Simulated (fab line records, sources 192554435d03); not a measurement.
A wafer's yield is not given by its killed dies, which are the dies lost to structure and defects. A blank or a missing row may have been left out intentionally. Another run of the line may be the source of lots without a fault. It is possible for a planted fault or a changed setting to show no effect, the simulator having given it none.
Which tool is to blame? :: flow n5-finfet :: 10 lots with 26 wafers sampled at 6 steps, on a route of 1938 steps

== WHAT EACH GAUGE READ, for each wafer ==
N5_BEOL_M4_RC_MEAS_101.
lot: L466
measured: day 9 13:01
on: prober-01
DIBL_N (mV/V): 33.9 35.4 35.7

lot: L467
measured: day 9 15:42
on: prober-02
DIBL_N (mV/V): 33.4 30.8 33.7

lot: L468
measured: day 9 10:32
on: prober-01
DIBL_N (mV/V): 38.5 39.2

lot: L471
measured: day 10 20:53
on: prober-02
DIBL_N (mV/V): 37.0 36.6 34.1

lot: L474
measured: day 11 00:42
on: prober-01
DIBL_N (mV/V): 38.1 38.7 37.8

lot: L476
measured: day 12 00:44
on: prober-02
DIBL_N (mV/V): 34.0 36.6 33.7

lot: L477
measured: day 12 09:06
on: prober-02
DIBL_N (mV/V): 31.8 35.7 34.3

lot: L478
measured: day 12 07:36
on: prober-02
DIBL_N (mV/V): 37.4 40.8

lot: L483
measured: day 13 14:58
on: prober-01
DIBL_N (mV/V): 36.3 32.1

lot: L486
measured: day 14 04:13
on: prober-01
DIBL_N (mV/V): 36.3 36.5

== WHAT TOOL EACH LOT RAN ON (gives the tool, then ch and the chambers of the sampled wafers, and finally the start) ==
lot: L466
N5_MOL_CONTACT_COAG_VIA_ETCH_117: rie-diel-03 ch 0,1, day 5 09:07
N5_BEOL_M0_SAQP_PECVD_96: pecvd-03 ch 0,1,2, day 5 14:22
N5_BEOL_M0_SAQP_PECVD_97: pecvd-03 ch 0,1,2, day 5 14:24
N5_BEOL_M0_SAQP_PECVD_04: pecvd-03 ch 0,1,2, day 5 14:26
N5_BEOL_M0_SAQP_MANDREL_ETCH_103: rie-si-03 ch 2,3, day 5 17:29

lot: L467
N5_MOL_CONTACT_COAG_VIA_ETCH_117: rie-diel-03 ch 2,3, day 5 13:56
N5_BEOL_M0_SAQP_PECVD_96: pecvd-01 ch 0,1,2, day 5 20:13
N5_BEOL_M0_SAQP_PECVD_97: pecvd-01 ch 0,1,2, day 5 20:16
N5_BEOL_M0_SAQP_PECVD_04: pecvd-01 ch 0,1,2, day 5 20:19
N5_BEOL_M0_SAQP_MANDREL_ETCH_103: rie-si-04 ch 1,2, day 5 23:55

lot: L468
N5_MOL_CONTACT_COAG_VIA_ETCH_117: rie-diel-04 ch 0,2, day 5 19:49
N5_BEOL_M0_SAQP_PECVD_96: pecvd-01 ch 0,1, day 6 02:22
N5_BEOL_M0_SAQP_PECVD_97: pecvd-01 ch 0,1, day 6 02:26
N5_BEOL_M0_SAQP_PECVD_04: pecvd-01 ch 0,1, day 6 02:29
N5_BEOL_M0_SAQP_MANDREL_ETCH_103: rie-si-03 ch 0,2, day 6 05:07

lot: L471
N5_MOL_CONTACT_COAG_VIA_ETCH_117: rie-diel-06 ch 1,2, day 6 11:16
N5_BEOL_M0_SAQP_PECVD_96: pecvd-02 ch 0,1,2, day 6 17:40
N5_BEOL_M0_SAQP_PECVD_97: pecvd-02 ch 0,1,2, day 6 17:43
N5_BEOL_M0_SAQP_PECVD_04: pecvd-02 ch 0,1,2, day 6 17:45
N5_BEOL_M0_SAQP_MANDREL_ETCH_103: rie-si-04 ch 1,2, day 6 20:20

lot: L474
N5_MOL_CONTACT_COAG_VIA_ETCH_117: rie-diel-03 ch 0,1,3, day 7 05:52
N5_BEOL_M0_SAQP_PECVD_96: pecvd-03 ch 1,2, day 7 12:59
N5_BEOL_M0_SAQP_PECVD_97: pecvd-03 ch 1,2, day 7 13:02
N5_BEOL_M0_SAQP_PECVD_04: pecvd-03 ch 1,2, day 7 13:05
N5_BEOL_M0_SAQP_MANDREL_ETCH_103: rie-si-05 ch 2,3, day 7 16:19

lot: L476
N5_MOL_CONTACT_COAG_VIA_ETCH_117: rie-diel-04 ch 0,2,3, day 7 18:55
N5_BEOL_M0_SAQP_PECVD_96: pecvd-03 ch 1,2, day 7 23:55
N5_BEOL_M0_SAQP_PECVD_97: pecvd-03 ch 1,2, day 7 23:58
N5_BEOL_M0_SAQP_PECVD_04: pecvd-03 ch 1,2, day 8 00:00
N5_BEOL_M0_SAQP_MANDREL_ETCH_103: rie-si-03 ch 1,2,3, day 8 02:22

lot: L477
N5_MOL_CONTACT_COAG_VIA_ETCH_117: rie-diel-04 ch 0,2,3, day 8 03:35
N5_BEOL_M0_SAQP_PECVD_96: pecvd-02 ch 0,1,2, day 8 09:19
N5_BEOL_M0_SAQP_PECVD_97: pecvd-02 ch 0,1,2, day 8 09:22
N5_BEOL_M0_SAQP_PECVD_04: pecvd-02 ch 0,1,2, day 8 09:24
N5_BEOL_M0_SAQP_MANDREL_ETCH_103: rie-si-03 ch 0,3, day 8 13:01

lot: L478
N5_MOL_CONTACT_COAG_VIA_ETCH_117: rie-diel-04 ch 0,2, day 8 06:20
N5_BEOL_M0_SAQP_PECVD_96: pecvd-03 ch 1,2, day 8 12:25
N5_BEOL_M0_SAQP_PECVD_97: pecvd-03 ch 1,2, day 8 12:28
N5_BEOL_M0_SAQP_PECVD_04: pecvd-03 ch 1,2, day 8 12:31
N5_BEOL_M0_SAQP_MANDREL_ETCH_103: rie-si-05 ch 1,3, day 8 15:23

lot: L483
N5_MOL_CONTACT_COAG_VIA_ETCH_117: rie-diel-06 ch 0,2, day 9 12:50
N5_BEOL_M0_SAQP_PECVD_96: pecvd-03 ch 0,1, day 9 20:53
N5_BEOL_M0_SAQP_PECVD_97: pecvd-03 ch 0,1, day 9 20:56
N5_BEOL_M0_SAQP_PECVD_04: pecvd-03 ch 0,1, day 9 20:58
N5_BEOL_M0_SAQP_MANDREL_ETCH_103: rie-si-04 ch 1,3, day 9 23:52

lot: L486
N5_MOL_CONTACT_COAG_VIA_ETCH_117: rie-diel-04 ch 0,3, day 10 09:48
N5_BEOL_M0_SAQP_PECVD_96: pecvd-03 ch 0,2, day 10 15:17
N5_BEOL_M0_SAQP_PECVD_97: pecvd-03 ch 0,2, day 10 15:20
N5_BEOL_M0_SAQP_PECVD_04: pecvd-03 ch 0,2, day 10 15:23
N5_BEOL_M0_SAQP_MANDREL_ETCH_103: rie-si-04 ch 1,2, day 10 17:47
- N5_MOL_CONTACT_COAG_VIA_ETCH_117: etches SiO2 in C4F6/O2, target depth 40 nm, overetch 8 nm, time 26 s.
- N5_BEOL_M0_SAQP_PECVD_96: deposits a-Si from SiH4/He, target thk 45 nm, time 45.2 s.
- N5_BEOL_M0_SAQP_PECVD_97: deposits SiNx from SiH4/NH3/N2, target thk 23 nm, time 19.9 s.
- N5_BEOL_M0_SAQP_PECVD_04: deposits a-Si from SiH4/He, target thk 60 nm, time 60.2 s.
- N5_BEOL_M0_SAQP_MANDREL_ETCH_103: etches a-Si in HBr/Cl2, stops on SiCN, target depth 45 nm, bt time 10 s, time 27 s.

== THE ANSWER, worked out from the rows above alone ==
Rule: what is usual is taken from the lots themselves. The widest of any qualifying gaps counts: lots, ordered by their means at a reading, are off when they make up no more than a third of the lots, leave a main group of 4 or more, and stand apart from it by 3 or more times the standard deviation of that group's means. A main group is skipped when, at the precision printed for the reading in the tables above, its means are all equal. A lot without any number at a reading at which 4 lots or more have one is off too. Where the step has rows for the other lots, those lots are counted as sound.
None of the lots is off at any reading shown; this tells nothing.

== WHAT THE SIMULATOR HAD PUT IN ==
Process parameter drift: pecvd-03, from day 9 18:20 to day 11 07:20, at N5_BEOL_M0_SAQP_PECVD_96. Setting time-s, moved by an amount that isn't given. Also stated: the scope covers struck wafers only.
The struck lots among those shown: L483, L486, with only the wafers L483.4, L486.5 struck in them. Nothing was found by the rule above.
